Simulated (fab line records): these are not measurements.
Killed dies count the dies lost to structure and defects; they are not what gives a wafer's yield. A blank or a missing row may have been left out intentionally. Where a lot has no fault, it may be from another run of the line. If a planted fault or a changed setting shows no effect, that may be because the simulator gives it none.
Problem report in the 8D (eight disciplines) form, filled by code | flow n5-finfet | the parts of the form that need people (team, actions taken, sign-off) are left out

== 1. THE ISSUE ==
killed-at-front-end at N5_PASSIVATION_PROBE_49 reads a mean of 110 on 1 wafer of 1 lot; wafers without a fault read 41 with a standard deviation of 10. That is +6.9 standard deviations from the usual mean.
First observed at day 18 08:47: wafer L912.1, on prober-01. The record holds 3 wafers of 1 lot with a number at this step. Rule for "out" (also "out of limits"): further than 4 standard deviations from the usual mean. Any other wafer with a number is counted as sound.

== 2. WHAT IT IS, WHAT IT ISN'T ==
question                    | is                  | is not
which readings at this step | killed-at-front-end | killed_at_M0_to_M3, killed_at_M4_up, killed-at-contacts, killed-at-other, killed-open, killed-short
which lots                  | L912                | -
which wafers of those lots  | L912.1              | L912.2, L912.4
read on which tools         | prober-01           | -
when                        | from day 18 08:47   | up to then (0 sound wafers); but 2 sound wafers of L912 came after

== 3. SUSPECTS, AND WHAT RULES EACH OUT ==
Counting: a tool at a process step up to the reading stays a suspect if it ran every lot that is out. Sound lots after the first of them don't rule it out here, since some wafers of a struck lot are sound.
- rie-diel-05 at N5_HKMG_FIN_STRIP_89 (strips SOC in N2/H2, time 20 s): kept. It ran the lot that is out, L912 (day 7 16:02).
- rie-diel-05 at N5_MIM_BOT_ETCH_ETCH_04 (etches SiNx in CF4/O2, target depth 26 nm, time 13 s): kept. It ran the lot that is out, L912 (day 17 22:06).
- prober-01 at N5_PASSIVATION_PROBE_49: kept. It ran the lot that is out, L912 (day 18 08:47). Out on those wafers are its own readings of killed-at-front-end.
- rie-diel-05, N5_HKMG_FIN_STRIP_89: wafers that are out in chamber 3, sound lot-mates in chambers 0, 2.
Left after counting: rie-diel-05 at N5_HKMG_FIN_STRIP_89, rie-diel-05 at N5_MIM_BOT_ETCH_ETCH_04, prober-01 at N5_PASSIVATION_PROBE_49.

== 4. THE CAUSE (what the simulator had put in) ==
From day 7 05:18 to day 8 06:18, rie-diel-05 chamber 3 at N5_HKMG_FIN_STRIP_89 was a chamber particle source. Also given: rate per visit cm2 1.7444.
3 suspects survive the count, and this tool is in that group.

== 5. THE EFFECT CHAIN, in route order ==
Rows list readings where the struck wafers' mean (over those with a number) sits beyond 3 standard deviations from the usual. Only readings for which the record gives a usual standard deviation are gone through. hours: the time from each lot's start at the first step in this table that gives one to its start at this step, as a median over the lots. sigmas: the change in usual standard deviations.
hours | step                    | reading             | usual | on struck wafers | change | sigmas
0     | N5_PASSIVATION_PROBE_49 | killed-at-front-end | 41    | 110              | +69    | +6.9
0     | N5_PASSIVATION_PROBE_49 | killed-dies         | 107   | 165              | +58    | +3.6
Here are the process steps it includes:
- N5_PASSIVATION_PROBE_49

== 6. HOW IT WOULD HAVE BEEN CAUGHT EARLIER ==
267 hours passed between the start of the fault at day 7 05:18 and the first reading out of limits in this record, taken at day 18 08:47.
No tool reading at N5_HKMG_FIN_STRIP_89 that has a usual standard deviation in the record was out on any struck wafer, so an alarm limit of 4 standard deviations on those readings would not have fired.
Lots out: 1; all had begun N5_HKMG_FIN_STRIP_89 on rie-diel-05 by day 18 08:47. A hold on the tool at that time would have spared none of them.
